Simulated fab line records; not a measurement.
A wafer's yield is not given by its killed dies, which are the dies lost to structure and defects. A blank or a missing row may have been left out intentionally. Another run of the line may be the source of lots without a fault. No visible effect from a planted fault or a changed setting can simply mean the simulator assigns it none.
The same fault as seen by 2 desks || flow nandHarc || numbers are kept per desk, each desk with only its own; the story behind them comes last

== AT THE TOOL OWNER'S DESK: furnace-03 ==
The tool's own readings at NHARC_A_CHANNEL_FILL_D1_ANNEAL_17 (time 1800 s): means of the sampled wafers that have a number, for each lot that ran on this tool. A lot is out of limits, marked OUT, if its mean lies more than 4 standard deviations from the usual mean; the brackets give that distance.
Columns: A = spikeTcBottomC at NHARC_A_CHANNEL_FILL_D1_ANNEAL_17, usual 871 C; B = spikeTcCentreC at NHARC_A_CHANNEL_FILL_D1_ANNEAL_17, usual 850.8 C; C = spikeTcUpperC at NHARC_A_CHANNEL_FILL_D1_ANNEAL_17, usual 850.4 C; D = zonePowerCentrePct at NHARC_A_CHANNEL_FILL_D1_ANNEAL_17, usual 14.1 %
{"lot": "L765", "first seen here": "day 9 14:44", "A": 874, "B": 850.9, "C": 851.4, "D": 16.1}
{"lot": "L777", "first seen here": "day 14 19:05", "A": 877, "B": 850.9, "C": 850.9, "D": 16.0}
{"lot": "L778", "first seen here": "day 15 00:20", "A": 876, "B": 851.3, "C": 851.5, "D": 16.1}
{"lot": "L782", "first seen here": "day 16 07:28", "A": 876, "B": 850.7, "C": 850.6, "D": 16.0}
This desk found nothing out of limits on any of the 4 lots.

== FROM THE METROLOGY DESK ==
Lot by lot, what the gauges showed, no matter which tool ran the lot: averages of those sampled wafers that carry a number. A lot is out of limits, marked OUT, if its mean lies more than 4 standard deviations from the usual mean; the brackets give that distance.
Columns: A = thkNm at NHARC_A_CHANNEL_FILL_D1_THK_MEAS_06, usual 5.0 nm
{"lot": "L765", "first seen here": "day 10 12:50", "A": 5.1}
{"lot": "L766", "first seen here": "day 10 12:50", "A": 6.1}
{"lot": "L767", "first seen here": "day 11 04:26", "A": 5.1}
{"lot": "L768", "first seen here": "day 11 19:58", "A": 5.2}
{"lot": "L769", "first seen here": "day 12 00:53", "A": 3.8}
{"lot": "L770", "first seen here": "day 12 08:59", "A": 5.9}
{"lot": "L775", "first seen here": "day 15 02:41", "A": 4.5}
{"lot": "L777", "first seen here": "day 15 19:17", "A": 5.4}
{"lot": "L778", "first seen here": "day 15 19:17", "A": 4.6}
{"lot": "L779", "first seen here": "day 16 06:19", "A": 5.1}
{"lot": "L782", "first seen here": "day 17 03:56", "A": 6.0}
{"lot": "L783", "first seen here": "day 17 17:58", "A": 4.8}
{"lot": "L787", "first seen here": "day 19 22:35", "A": 5.0}
{"lot": "L788", "first seen here": "day 19 22:35", "A": 5.1}
This desk found nothing out of limits on any of the 14 lots.

== PUT TOGETHER ==
Nothing out of limits was seen by the tool owner's desk.
From the metrology desk's view, nothing was out of limits.

== WHAT THE SIMULATOR HAD INSERTED ==
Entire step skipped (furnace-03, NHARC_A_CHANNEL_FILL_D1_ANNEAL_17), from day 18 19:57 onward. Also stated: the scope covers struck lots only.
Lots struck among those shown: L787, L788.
